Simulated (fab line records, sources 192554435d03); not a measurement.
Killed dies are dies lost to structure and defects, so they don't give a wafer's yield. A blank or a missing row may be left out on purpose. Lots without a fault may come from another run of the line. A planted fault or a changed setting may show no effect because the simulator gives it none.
fab line records | flow n5_finfet
record lots=7 wafers=21
route steps=1938 shown MOL_CONTACT_COAG@532 BEOL_M0_SAQP@643 BEOL_M0_CUTY@713 BEOL_M1@751 BEOL_M2@846 BEOL_M3@941
start_h: hours from the record's first day to the start of the lot's first wafer shown | wait_h: hours since the lot's step before | " the same as in the row above | L1.1+2: a row that stands for several wafers | - no value, or no start given | * or withheld: withheld | < > ~ a bound
route shown NAME@n: a module of which the file shows steps, and the number in the route of the first | usual: mean/standard deviation of fault-free wafers | same: alike in all rows | chamber/n: place in a boat | sites: the reading at each site | _std_site: their standard deviation | _edge_site: outer sites' mean less inner sites' | radius_mm: how far each site lies from the wafer's centre | mask NAME#n: copy n | behind: the tool/chamber that last shaped the wafer | hold: why the lot was held/for how many hours/how that ended | device: the transistor (n, p or np) that didn't switch | end of line: the same wafers' tests at the end of the route | a step without rows: its recipe alone | killed: dies lost to structure and defects at the first sort, not the wafer's yield | map: a wafer's dies, x killed, . not, _ none there
set.NAME: the setting as run; set.NAME@STEP: as run at that earlier step | model.NAME: the simulator's own value behind a step, which no gauge read
lots whose settings were changed on purpose; a table a step, a row a wafer
## steps
# step N5_MOL_CONTACT_COAG_ETCH_106
# recipe chemistry=N2/H2 target=SOC target_depth_a=800 overetch_a=160 mask_material=SiARC temp_c=40 time_s=120 ion_energy_ev=200 pressure_mtorr=30 source_w=840 bias_w=150 n2_flow_sccm=200 h2_flow_sccm=200
# usual rf_vpp_V=522.9/2
# columns lot.wafer tool chamber start_h wait_h set.source_w rf_vpp_V
L080.1 rie_diel-02 2 122.90 0.0 979.4 497.5
L080.2 " 1 " " 840 521.4
L080.3 " 0 " " 979.4 494.7
L081.2 rie_diel-02 0 129.38 0.0 888.6 511.4
L081.5 " 2 " " 888.6 511.6
L081.6 " 0 " " 840 519.6
L083.4 rie_diel-02 1 142.56 0.0 756.7 541.0
L083.5 " 0 " " 840 519.2
L083.6 " 2 " " 840 523.7
L084.1 rie_diel-02 0 152.39 0.0 840 519.7
L084.4 " 1 " " 840 521.7
L084.6 " 1 " " 960.7 498.8
L086.1 rie_diel-03 2 162.92 0.0 840 524.1
L086.3 " 1 " " 918.8 507.1
L086.5 " 1 " " 840 523.2
L093.2 rie_diel-03 3 202.72 0.0 703 555.3
L093.3 " 2 " " 703 558.3
L093.5 " 3 " " 840 523.2
L095.3 rie_diel-03 3 217.01 0.0 840 522.3
L095.4 " 2 " " 840 525.0
L095.6 " 3 " " 840 524.1
# step N5_BEOL_M0_SAQP_COAT_08
# recipe resist=CAR-ArF spin_rpm=1500 resist_thk_nm=90
# columns lot.wafer tool chamber start_h wait_h set.spin_rpm model.CAR-ArF_of_BEOL_M0_SAQP_COAT_08.thk_nm
L080.1 litho_track-05 0 - - 1500 89.8
L080.2 " 0 " " 1623 86.4
L080.3 " 0 " " 1623 86.6
L081.2 litho_track-05 0 - - 1438 91.8
L081.5 " 0 " " 1500 90
L081.6 " 0 " " 1500 89.8
L083.4 litho_track-04 0 - - 1500 90.2
L083.5 " 0 " " 1500 90
L083.6 " 0 " " 1561 88.2
L084.1 litho_track-03 0 - - 1500 90
L084.4+6 " 0 " " 1338 95.2
L086.1 litho_track-05 0 - - 1662 85.6
L086.3+5 " 0 " " 1500 89.8
L093.2 litho_track-04 0 - - 1398 93
L093.3+5 " 0 " " 1500 90
L095.3+4+6 litho_track-05 0 - - 1500 90.4
# step N5_BEOL_M0_CUTY_ETCH_63
# recipe chemistry=N2/H2 target=SOC target_depth_a=827 overetch_a=165 mask_material=SiARC temp_c=40 ion_energy_ev=200 time_s=124 pressure_mtorr=30 source_w=840 bias_w=150 n2_flow_sccm=200 h2_flow_sccm=200
# usual rf_vpp_V=522.9/1.9
# columns lot.wafer tool chamber start_h wait_h set.source_w rf_vpp_V
L080.1 rie_diel-03 0 146.58 0.0 797 535.2
L080.2 " 1 " " 840 521.9
L080.3 " 2 " " 840 525.0
L081.2 rie_diel-06 0 152.35 0.0 840 522.2
L081.5 " 1 " " 840 526.6
L081.6 " 2 " " 840 524.7
L083.4 rie_diel-02 2 168.98 0.1 840 522.7
L083.5 " 1 " " 979.3 494.3
L083.6 " 0 " " 840 520.7
L084.1 rie_diel-02 2 175.65 0.0 840 522.9
L084.4 " 1 " " 698.6 554.5
L084.6 " 1 " " 698.6 555.7
L086.1 rie_diel-06 2 193.84 0.0 840 525.6
L086.3 " 3 " " 840 520.1
L086.5 " 1 " " 840 525.0
L093.2 rie_diel-06 0 229.12 0.0 789.5 534.0
L093.3 " 3 " " 840 521.1
L093.5 " 1 " " 789.5 537.8
L095.3 rie_diel-03 0 242.64 0.0 840 524.5
L095.4 " 0 " " 840 525.4
L095.6 " 1 " " 840 522.5
# step N5_BEOL_M1_ILD_DEP_00
# recipe material=SiOC target_thk_a=790 temp_c=350 precursor=DEMS/O2 pressure_torr=5 rf_w=500 time_s=15.3
# columns lot.wafer tool chamber start_h wait_h set.time_s model.SiOC_of_BEOL_M1_ILD_DEP_00.thk_nm
L080.1 pecvd-01 1 151.93 0.0 14.68 75.6
L080.2 " 0 " " 15.3 78.2
L080.3 " 2 " " 14.68 75
L081.2 pecvd-02 0 158.93 0.0 15.3 78.8
L081.5 " 2 " " 15.3 79.4
L081.6 " 1 " " 15.3 79.2
L083.4 pecvd-01 1 179.45 0.1 15.3 79.8
L083.5 " 2 " " 15.3 78
L083.6 " 0 " " 13.54 68.8
L084.1 pecvd-01 2 180.95 0.0 16.19 82.8
L084.4 " 1 " " 15.3 79.6
L084.6 " 0 " " 16.19 82.6
L086.1 pecvd-01 0 199.59 0.0 15.3 77
L086.3 " 1 " " 16.2 82.6
L086.5 " 1 " " 15.3 79.4
L093.2 pecvd-04 0 233.68 0.0 15.3 76.4
L093.3 " 2 " " 15.3 76.8
L093.5 " 2 " " 17.5 88.2
L095.3 pecvd-01 0 247.80 0.0 15.3 78.8
L095.4 " 2 " " 15.3 78.6
L095.6 " 0 " " 15.3 79.8
# step N5_BEOL_M1_THK_MEAS_01
# recipe reads=SiOC_of_BEOL_M1_ILD_DEP_00
# usual M1_ILD_THK=78.8/1
# columns lot.wafer tool chamber start_h wait_h set.time_s@BEOL_M1_ILD_DEP_00 M1_ILD_THK[nm]
L080.1 film_metro-01 - 152.00 0.0 14.68 75.5
L080.2 " - " " 15.3 78.3
L080.3 " - " " 14.68 75.0
L081.2 film_metro-02 - 159.00 0.1 15.3 78.8
L081.5 " - " " 15.3 79.4
L081.6 " - " " 15.3 79.2
L083.4 film_metro-01 - 179.50 0.0 15.3 79.7
L083.5 " - " " 15.3 77.9
L083.6 " - " " 13.54 68.8
L084.1 film_metro-01 - 181.01 0.0 16.19 82.8
L084.4 " - " " 15.3 79.6
L084.6 " - " " 16.19 82.6
L086.1 film_metro-02 - 199.66 0.0 15.3 77.0
L086.3 " - " " 16.2 82.7
L086.5 " - " " 15.3 79.4
L093.2 film_metro-01 - 233.75 0.1 15.3 76.5
L093.3 " - " " 15.3 76.8
L093.5 " - " " 17.5 88.1
L095.3 film_metro-02 - 247.87 0.1 15.3 78.9
L095.4 " - " " 15.3 78.5
L095.6 " - " " 15.3 79.7
# step N5_BEOL_M1_COAT_05
# recipe resist=CAR-EUV spin_rpm=1500 resist_thk_nm=30
# columns lot.wafer tool chamber start_h wait_h set.spin_rpm model.CAR-EUV_of_BEOL_M1_COAT_05.thk_nm
L080.1+2+3 litho_track-03 0 - - 1500 30
L081.2+6 litho_track-04 0 - - 1500 30
L081.5 " 0 " " 1453 30.4
L083.4+5 litho_track-01 0 - - 1500 30
L083.6 " 0 " " 1450 30.4
L084.1+4 litho_track-04 0 - - 1500 30
L084.6 " 0 " " 1435 30.6
L086.1+3 litho_track-04 0 - - 1500 30.2
L086.5 " 0 " " 1500 30
L093.2 litho_track-03 0 - - 1546 29.4
L093.3 " 0 " " 1500 30
L093.5 " 0 " " 1500 29.8
L095.3+4+6 litho_track-01 0 - - 1500 30.2
# step N5_BEOL_M1_EBR_07
# recipe solvent=PGMEA ebr_width_mm=1.5
# step N5_BEOL_M1_SOFTBAKE_06
# recipe temp_c=110 time_s=60 resist=CAR-EUV
# step N5_BEOL_M1_DESCUM_16
# recipe chemistry=O2 time_s=7 source_power_w=50 bias_power_w=20 pressure_mtorr=20 rf_frequency_hz=2.712e+07 temp_c=40 resist=CAR-EUV o2_flow_sccm=225
# columns lot.wafer tool chamber start_h wait_h set.spin_rpm@BEOL_M1_COAT_05 model.CAR-EUV_of_BEOL_M1_COAT_05.thk_nm
L080.1 rie_diel-01 1 153.45 0.0 1500 26.2
L080.2+3 " 0,2 " " 1500 26
L081.2 rie_diel-04 1 161.37 0.0 1500 26.2
L081.5 " 3 " " 1453 26.6
L081.6 " 0 " " 1500 26
L083.4+5 rie_diel-05 0,3 180.38 0.0 1500 26
L083.6 " 2 " " 1450 26.6
L084.1 rie_diel-05 0 181.92 0.0 1500 26
L084.4 " 1 " " 1500 26.2
L084.6 " 1 " " 1435 26.8
L086.1+3 rie_diel-04 1,0 201.29 0.0 1500 26.2
L086.5 " 1 " " 1500 26
L093.2 rie_diel-01 3 237.65 0.2 1546 25.4
L093.3+5 " 1 " " 1500 26
L095.3+4+6 rie_diel-04 1,2,3 248.49 0.0 1500 26.2
# step N5_BEOL_M1_ETCH_74
# recipe chemistry=N2/H2 target=underlayer target_depth_a=65 mask_material=CAR-EUV time_s=5.2 ion_energy_ev=200 pressure_mtorr=30 source_w=840 bias_w=150 n2_flow_sccm=200 h2_flow_sccm=200 ends=cleared
# step N5_BEOL_M1_ETCH_63
# recipe chemistry=CF4 target=SiARC target_depth_a=156 mask_material=CAR-EUV time_s=26 ion_energy_ev=80 pressure_mtorr=40 source_w=545 bias_w=36 Ar_flow_sccm=100 cf4_flow_sccm=100 ends=cleared
# columns lot.wafer tool chamber start_h wait_h set.spin_rpm@BEOL_M1_COAT_05 model.CAR-EUV_of_BEOL_M1_COAT_05.thk_nm
L080.1 rie_diel-01 1 153.51 0.0 1500 11.2
L080.2+3 " 0,2 " " 1500 11
L081.2 rie_diel-04 1 161.43 0.0 1500 11.2
L081.5 " 3 " " 1453 11.6
L081.6 " 0 " " 1500 11
L083.4+5 rie_diel-05 0,3 180.43 0.0 1500 11.2
L083.6 " 2 " " 1450 11.8
L084.1 rie_diel-05 0 181.97 0.0 1500 11
L084.4 " 1 " " 1500 11.2
L084.6 " 1 " " 1435 11.8
L086.1+3+5 rie_diel-04 1,0,1 201.34 0.0 1500 11.2
L093.2 rie_diel-01 3 237.70 0.0 1546 10.4
L093.3+5 " 1 " " 1500 11.2
L095.3+4+6 rie_diel-04 1,2,3 248.54 0.0 1500 11.4
# step N5_BEOL_M1_EXPOSE_25
# recipe mask_id=V0 na=0.33 source_shape=quasar sigma_inner=0.2 sigma_outer=0.8 polarization=unpolarized defocus_nm=5 target_cd_nm=24 dose_mj=63
# columns lot.wafer tool chamber start_h wait_h mask set.dose_mj
L080.1+3 euv_scanner-02 0 154.06 - V0#0 63
L080.2 " 0 " " V0#0 59.36
L081.2 euv_scanner-01 0 162.17 - V0#0 60.34
L081.5+6 " 0 " " V0#0 63
L083.4+5+6 euv_scanner-02 0 181.05 - V0#0 59.61
L084.1+6 euv_scanner-02 0 182.52 - V0#0 65.42
L084.4 " 0 " " V0#0 63
L086.1+3 euv_scanner-01 0 202.27 - V0#0 63
L086.5 " 0 " " V0#0 59.6
L093.2+5 euv_scanner-02 0 238.45 - V0#0 63
L093.3 " 0 " " V0#0 60.94
L095.3+4+6 euv_scanner-01 0 249.13 - V0#0 63
# step N5_BEOL_M1_PEB_26
# recipe peb_temp_c=100 peb_time_s=60 resist=CAR-EUV
# step N5_BEOL_M1_DEVELOP_27
# recipe develop_time_s=30 developer=TMAH resist=CAR-EUV rinse_liquid=surfactant_rinse dry=air_spin dev_temp_c=23
# step N5_BEOL_M1_CD_MEAS_28
# recipe landing_energy_ev=500 detector=se_inlens target_cd_y_nm=23.3
# usual cd_nm=24.10/0.28
# columns lot.wafer tool chamber start_h wait_h set.dose_mj@BEOL_M1_EXPOSE_25 cd_nm
L080.1 cd_sem-03 0 154.20 - 63 23.74
L080.2 " 0 " " 59.36 22.60
L080.3 " 0 " " 63 24.39
L081.2 cd_sem-02 0 162.31 - 60.34 23.64
L081.5 " 0 " " 63 24.29
L081.6 " 0 " " 63 23.76
L083.4 cd_sem-02 0 181.17 - 59.61 22.94
L083.5 " 0 " " 59.61 22.81
L083.6 " 0 " " 59.61 23.14
L084.1 cd_sem-01 0 182.66 - 65.42 25.00
L084.4 " 0 " " 63 24.36
L084.6 " 0 " " 65.42 24.81
L086.1 cd_sem-01 0 202.41 - 63 24.30
L086.3 " 0 " " 63 24.02
L086.5 " 0 " " 59.6 22.55
L093.2 cd_sem-02 0 238.58 - 63 24.47
L093.3 " 0 " " 60.94 23.37
L093.5 " 0 " " 63 24.50
L095.3 cd_sem-03 0 249.25 - 63 24.59
L095.4 " 0 " " 63 24.41
L095.6 " 0 " " 63 24.34
# step N5_BEOL_M2_COAT_62
# recipe resist=SiARC temp_c=220 time_s=60 spin_rpm=1500 resist_thk_nm=12
# columns lot.wafer tool chamber start_h wait_h set.spin_rpm model.SiARC_of_BEOL_M2_COAT_62.thk_nm
L080.1+2 litho_track-02 0 - - 1500 12
L080.3 " 0 " " 1609 11.6
L081.2+5 litho_track-05 0 - - 1500 12
L081.6 " 0 " " 1359 12.6
L083.4+5+6 litho_track-05 0 - - 1500 12
L084.1+6 litho_track-05 0 - - 1500 12
L084.4 " 0 " " 1559 11.8
L086.1+3+5 litho_track-02 0 - - 1500 12
L093.2+3+5 litho_track-05 0 - - 1500 12
L095.3+4+6 litho_track-05 0 - - 1500 12
# step N5_BEOL_M2_COAT_73
# recipe resist=underlayer temp_c=205 time_s=60 spin_rpm=1500 resist_thk_nm=5
# columns lot.wafer tool chamber start_h wait_h set.temp_c
L080.1+2+3 litho_track-02 0 - - 205
L081.2+5+6 litho_track-05 0 - - 205
L083.4+6 litho_track-05 0 - - 197.3
L083.5 " 0 " " 205
L084.1+6 litho_track-05 0 - - 211.5
L084.4 " 0 " " 205
L086.1+5 litho_track-02 0 - - 205
L086.3 " 0 " " 198.8
L093.2+3 litho_track-05 0 - - 202.4
L093.5 " 0 " " 205
L095.3+4+6 litho_track-05 0 - - 205
# step N5_BEOL_M2_COAT_05
# recipe resist=CAR-EUV spin_rpm=1500 resist_thk_nm=30
# step N5_BEOL_M2_EBR_07
# recipe solvent=PGMEA ebr_width_mm=1.5
# step N5_BEOL_M2_DESCUM_16
# recipe chemistry=O2 time_s=7 source_power_w=50 bias_power_w=20 pressure_mtorr=20 rf_frequency_hz=2.712e+07 temp_c=40 resist=CAR-EUV o2_flow_sccm=225
# step N5_BEOL_M2_ETCH_74
# recipe chemistry=N2/H2 target=underlayer target_depth_a=65 mask_material=CAR-EUV time_s=5.2 ion_energy_ev=200 pressure_mtorr=30 source_w=840 bias_w=150 n2_flow_sccm=200 h2_flow_sccm=200 ends=cleared
# step N5_BEOL_M2_ETCH_63
# recipe chemistry=CF4 target=SiARC target_depth_a=156 mask_material=CAR-EUV time_s=26 ion_energy_ev=80 pressure_mtorr=40 source_w=545 bias_w=36 Ar_flow_sccm=100 cf4_flow_sccm=100 ends=cleared
# columns lot.wafer tool chamber start_h wait_h set.spin_rpm@BEOL_M2_COAT_62 model.etch.depth_nm
L080.1 rie_diel-03 2 161.85 0.0 1500 12.06
L080.2 " 1 " " 1500 12.05
L080.3 " 0 " " 1609 11.66
L081.2 rie_diel-02 3 177.53 0.0 1500 12.04
L081.5 " 1 " " 1500 12.03
L081.6 " 0 " " 1359 12.63
L083.4 rie_diel-06 0 189.43 0.0 1500 12
L083.5 " 3 " " 1500 12.02
L083.6 " 0 " " 1500 12.03
L084.1 rie_diel-06 3 189.66 0.0 1500 11.98
L084.4 " 2 " " 1559 11.77
L084.6 " 1 " " 1500 12
L086.1 rie_diel-06 3 210.46 0.0 1500 12.03
L086.3 " 2 " " 1500 12.01
L086.5 " 0 " " 1500 11.99
L093.2 rie_diel-03 2 247.45 0.0 1500 12.01
L093.3 " 1 " " 1500 11.98
L093.5 " 3 " " 1500 11.99
L095.3+6 rie_diel-06 2,1 259.47 0.0 1500 11.99
L095.4 " 3 " " 1500 12
# step N5_BEOL_M3_EXPOSE_08
# recipe mask_id=M3 na=0.33 source_shape=dipole sigma_inner=0.369 sigma_outer=0.767 polarization=unpolarized dose_mj=33
# columns lot.wafer tool chamber start_h wait_h mask set.dose_mj
L080.1+2+3 euv_scanner-02 0 169.62 - M3#0 33
L081.2+5+6 euv_scanner-02 0 186.57 - M3#0 33
L083.4+5 euv_scanner-01 0 206.41 - M3#0 34.05
L083.6 " 0 " " M3#0 33
L084.1 euv_scanner-02 0 207.14 - M3#0 31.22
L084.4+6 " 0 " " M3#0 33
L086.1+3+5 euv_scanner-01 0 218.35 - M3#0 33
L093.2 euv_scanner-02 0 263.94 - M3#0 33
L093.3+5 " 0 " " M3#0 31.45
L095.3+4+6 euv_scanner-02 0 270.45 - M3#0 33
# step N5_BEOL_M3_PEB_09
# recipe peb_temp_c=100 peb_time_s=60 resist=CAR-EUV
# step N5_BEOL_M3_DEVELOP_10
# recipe develop_time_s=30 developer=TMAH resist=CAR-EUV rinse_liquid=surfactant_rinse dry=air_spin dev_temp_c=23
# step N5_BEOL_M3_DESCUM_16
# recipe chemistry=O2 time_s=7 source_power_w=50 bias_power_w=20 pressure_mtorr=20 rf_frequency_hz=2.712e+07 temp_c=40 resist=CAR-EUV o2_flow_sccm=225
# step N5_BEOL_M3_ETCH_74
# recipe chemistry=N2/H2 target=underlayer target_depth_a=65 mask_material=CAR-EUV time_s=5.2 ion_energy_ev=200 pressure_mtorr=30 source_w=840 bias_w=150 n2_flow_sccm=200 h2_flow_sccm=200 ends=cleared
# columns lot.wafer tool chamber start_h wait_h set.dose_mj@BEOL_M3_EXPOSE_08 model.BEOL_M3.cd_offset_nm
L080.1 rie_diel-04 3 169.90 0.0 33 0
L080.2+3 " 0,1 " " 33 0.2
L081.2 rie_diel-04 3 187.03 0.0 33 0
L081.5 " 3 " " 33 0.2
L081.6 " 0 " " 33 -0.2
L083.4 rie_diel-05 3 207.61 0.0 34.05 1
L083.5 " 2 " " 34.05 0.6
L083.6 " 3 " " 33 0
L084.1 rie_diel-05 1 207.90 0.0 31.22 -1.4
L084.4 " 0 " " 33 0.4
L084.6 " 2 " " 33 0.2
L086.1 rie_diel-05 2 218.63 0.0 33 0
L086.3+5 " 1,2 " " 33 -0.2
L093.2 rie_diel-01 1 264.28 0.0 33 0
L093.3+5 " 3 " " 31.45 -1
L095.3+4 rie_diel-04 1,3 272.24 0.0 33 -0.2
L095.6 " 2 " " 33 0
# step N5_BEOL_M3_ETCH_63
# recipe chemistry=CF4 target=SiARC target_depth_a=156 mask_material=CAR-EUV time_s=26 ion_energy_ev=80 pressure_mtorr=40 source_w=545 bias_w=36 Ar_flow_sccm=100 cf4_flow_sccm=100 ends=cleared
# columns lot.wafer tool chamber start_h wait_h set.dose_mj@BEOL_M3_EXPOSE_08 model.BEOL_M3.cd_offset_nm
L080.1 rie_diel-04 3 169.92 0.0 33 -0.2
L080.2+3 " 0,1 " " 33 0.2
L081.2 rie_diel-04 3 187.05 0.0 33 0
L081.5 " 3 " " 33 0.2
L081.6 " 0 " " 33 -0.2
L083.4 rie_diel-05 3 207.62 0.0 34.05 1
L083.5 " 2 " " 34.05 0.4
L083.6 " 3 " " 33 0
L084.1 rie_diel-05 1 207.92 0.0 31.22 -1.4
L084.4 " 0 " " 33 0.4
L084.6 " 2 " " 33 0
L086.1+3 rie_diel-05 2,1 218.65 0.0 33 -0.2
L086.5 " 2 " " 33 -0.4
L093.2 rie_diel-01 1 264.29 0.0 33 -0.2
L093.3+5 " 3 " " 31.45 -1
L095.3+6 rie_diel-04 1,2 272.25 0.0 33 0
L095.4 " 3 " " 33 -0.2
# step N5_BEOL_M3_ETCH_64
# recipe chemistry=N2/H2 target=SOC target_depth_a=750 overetch_a=150 mask_material=SiARC temp_c=40 time_s=112.5 ion_energy_ev=200 pressure_mtorr=30 source_w=840 bias_w=150 n2_flow_sccm=200 h2_flow_sccm=200
# columns lot.wafer tool chamber start_h wait_h set.time_s
L080.1 rie_diel-04 3 169.95 0.0 112.5
L080.2+3 " 0,1 " " 105
L081.2+6 rie_diel-04 3,0 187.08 0.0 131.4
L081.5 " 3 " " 112.5
L083.4+5+6 rie_diel-05 3,2,3 207.65 0.0 112.5
L084.1 rie_diel-05 1 207.94 0.0 101.5
L084.4+6 " 0,2 " " 112.5
L086.1 rie_diel-05 2 218.68 0.0 112.5
L086.3+5 " 1,2 " " 125.8
L093.2+3 rie_diel-01 1,3 264.32 0.0 95.91
L093.5 " 3 " " 112.5
L095.3+4+6 rie_diel-04 1,3,2 272.28 0.0 112.5
# step N5_BEOL_M3_STRIP_65
# recipe chemistry=N2/H2 temp_c=40 n2_flow_sccm=200 h2_flow_sccm=200 rf_frequency_hz=6e+07
# step N5_BEOL_M3_STRIP_75
# recipe chemistry=N2/H2 temp_c=40 n2_flow_sccm=200 h2_flow_sccm=200 rf_frequency_hz=6e+07
# step N5_BEOL_M3_STRIP_66
# recipe chemistry=CF4 resist=SiARC power_w=300 bias_power_w=75 pressure_mtorr=50 cf4_flow_sccm=150 rf_frequency_hz=6e+07
# step N5_BEOL_M3_HM_OPEN_17
# recipe chemistry=Cl2/BCl3 target_depth_a=200 overetch_a=60 target=TiN mask_material=SOC ion_energy_ev=150 pressure_mtorr=10 icp_w=1000 bias_w=126 Cl2_flow_sccm=53.25 bcl3_flow_sccm=21.75 Ar_flow_sccm=25
# columns lot.wafer tool chamber start_h wait_h set.dose_mj@BEOL_M3_EXPOSE_08 model.BEOL_M3.cd_offset_nm
L080.1 rie_metal-03 1 170.11 0.0 33 0
L080.2+3 " 0,1 " " 33 0.2
L081.2 rie_metal-02 1 187.25 0.0 33 0.4
L081.5 " 1 " " 33 0.2
L081.6 " 0 " " 33 -0.2
L083.4+5 rie_metal-03 0 207.85 0.1 34.05 0.8
L083.6 " 1 " " 33 0.2
L084.1 rie_metal-02 1 208.11 0.0 31.22 -1.4
L084.4 " 1 " " 33 0.8
L084.6 " 1 " " 33 0.4
L086.1+3+5 rie_metal-02 1 218.85 0.0 33 0.4
L093.2 rie_metal-03 1 264.52 0.1 33 -0.6
L093.3 " 1 " " 31.45 -1.4
L093.5 " 1 " " 31.45 -1.2
L095.3+4 rie_metal-02 0,1 272.48 0.1 33 -0.2
L095.6 " 0 " " 33 0.4
## key
split step=N5_MOL_CONTACT_COAG_ETCH_106 setting=source_w stated=840 by=wafer
response step=N5_MOL_CONTACT_COAG_ETCH_106 reading=rf_vpp_V change=-1.74 per=1% r=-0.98
split step=N5_BEOL_M0_SAQP_COAT_08 setting=spin_rpm stated=1500 by=wafer
response step=N5_BEOL_M0_SAQP_COAT_08 reading=model.CAR-ArF_of_BEOL_M0_SAQP_COAT_08.thk_nm change=-0.433 per=1% r=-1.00
split step=N5_BEOL_M0_CUTY_ETCH_63 setting=source_w stated=840 by=wafer
response step=N5_BEOL_M0_CUTY_ETCH_63 reading=rf_vpp_V change=-1.85 per=1% r=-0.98
split step=N5_BEOL_M1_ILD_DEP_00 setting=time_s stated=15.3 by=wafer
response step=N5_BEOL_M1_ILD_DEP_00 reading=model.SiOC_of_BEOL_M1_ILD_DEP_00.thk_nm change=+0.799 per=1% r=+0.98
response step=N5_BEOL_M1_THK_MEAS_01 reading=M1_ILD_THK change=+0.795 per=1% r=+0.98
split step=N5_BEOL_M1_COAT_05 setting=spin_rpm stated=1500 by=wafer
response step=N5_BEOL_M1_COAT_05 reading=model.CAR-EUV_of_BEOL_M1_COAT_05.thk_nm change=-0.137 per=1% r=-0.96
response step=N5_BEOL_M1_DESCUM_16 reading=model.CAR-EUV_of_BEOL_M1_COAT_05.thk_nm change=-0.172 per=1% r=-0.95
response step=N5_BEOL_M1_ETCH_63 reading=model.CAR-EUV_of_BEOL_M1_COAT_05.thk_nm change=-0.184 per=1% r=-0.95
split step=N5_BEOL_M1_EXPOSE_25 setting=dose_mj stated=63 by=wafer
response step=N5_BEOL_M1_CD_MEAS_28 reading=cd_nm change=+0.232 per=1% r=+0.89
split step=N5_BEOL_M2_COAT_62 setting=spin_rpm stated=1500 by=wafer
response step=N5_BEOL_M2_COAT_62 reading=model.SiARC_of_BEOL_M2_COAT_62.thk_nm change=-0.0596 per=1% r=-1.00
response step=N5_BEOL_M2_ETCH_63 reading=model.etch.depth_nm change=-0.0596 per=1% r=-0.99
split step=N5_BEOL_M2_COAT_73 setting=temp_c stated=205 by=wafer
response none clear
split step=N5_BEOL_M3_EXPOSE_08 setting=dose_mj stated=33 by=wafer
response step=N5_BEOL_M3_ETCH_74 reading=model.BEOL_M3.cd_offset_nm change=+0.268 per=1% r=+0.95
response step=N5_BEOL_M3_ETCH_63 reading=model.BEOL_M3.cd_offset_nm change=+0.238 per=1% r=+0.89
response step=N5_BEOL_M3_HM_OPEN_17 reading=model.BEOL_M3.cd_offset_nm change=+0.261 per=1% r=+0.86
split step=N5_BEOL_M3_ETCH_64 setting=time_s stated=112.5 by=wafer
response none clear
